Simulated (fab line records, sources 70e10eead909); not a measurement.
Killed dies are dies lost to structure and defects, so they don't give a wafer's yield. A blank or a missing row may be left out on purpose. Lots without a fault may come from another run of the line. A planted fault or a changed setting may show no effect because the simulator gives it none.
Problem report in the 8D (eight disciplines) form, filled by code | flow nand_harc | the parts of the form that need people (team, actions taken, sign-off) are left out

1. THE PROBLEM
heater_power_total_W at NHARC_A_SLIT_SOFTBAKE_04 reads a mean of 195.64 W on 6 wafers of 2 lots; wafers without a fault read 188.46 W with a standard deviation of 0.14. That is +51 standard deviations from the usual mean.
The step: time 55 s.
First seen on wafer L827.1, day 16 11:00, on litho_track-06. The record holds 39 wafers of 13 lots with a number at this step. Rule for "out", or "out of limits": more than 4 standard deviations from the usual mean. The other wafers with a number count as sound.

2. WHAT IT IS AND WHAT IT IS NOT
question                    | is                     | is not
which readings at this step | heater_power_total_W   | resist_line_temp_C
which lots                  | L827, L828             | L818, L825, L831, L832, L834, L835, L836, L838, L839, L840, L841
which wafers of those lots  | all that have a number | -
read on which tools         | litho_track-06         | litho_track-01, litho_track-04
when                        | from day 16 11:00      | up to then (6 sound wafers); but 27 sound wafers of L831, L832, L834, L835, L836, L838, L839, L840, L841 came after

3. SUSPECTS, AND WHAT RULES EACH OUT
Counting: a tool at a process step up to the reading stays a suspect if it ran every lot that is out and no sound lot after the first of them.
- litho_track-06 at NHARC_A_SLIT_SOFTBAKE_04 (time 55 s): ruled out as a lasting fault. Sound lots L840 ran on it after its first lot that is out, L827 (day 16 11:00).
Left after counting: nothing in the record.

4. THE CAUSE (what the simulator had put in)
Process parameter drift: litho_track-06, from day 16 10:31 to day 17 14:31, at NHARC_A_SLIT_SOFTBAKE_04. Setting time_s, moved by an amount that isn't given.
Counting ruled it out, wrongly.

5. THE CHAIN OF EFFECTS, in route order
Each row: a reading whose mean over the struck wafers that have a number lies more than 3 standard deviations from the usual. Only readings for which the record gives a usual standard deviation are gone through. hours: the time from each lot's start at the first step in this table that gives one to its start at this step, as a median over the lots. sigmas: the change in usual standard deviations.
hours | step                     | reading              | usual    | on struck wafers | change | sigmas
0     | NHARC_A_SLIT_SOFTBAKE_04 | heater_power_total_W | 188.46 W | 195.64           | +7.18  | +51
The process steps in it:
- NHARC_A_SLIT_SOFTBAKE_04: time 55 s.

6. WHAT WOULD HAVE CAUGHT IT SOONER
In this record the first reading out of limits was taken at day 16 11:00, 0 hours after the fault began at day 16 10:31.
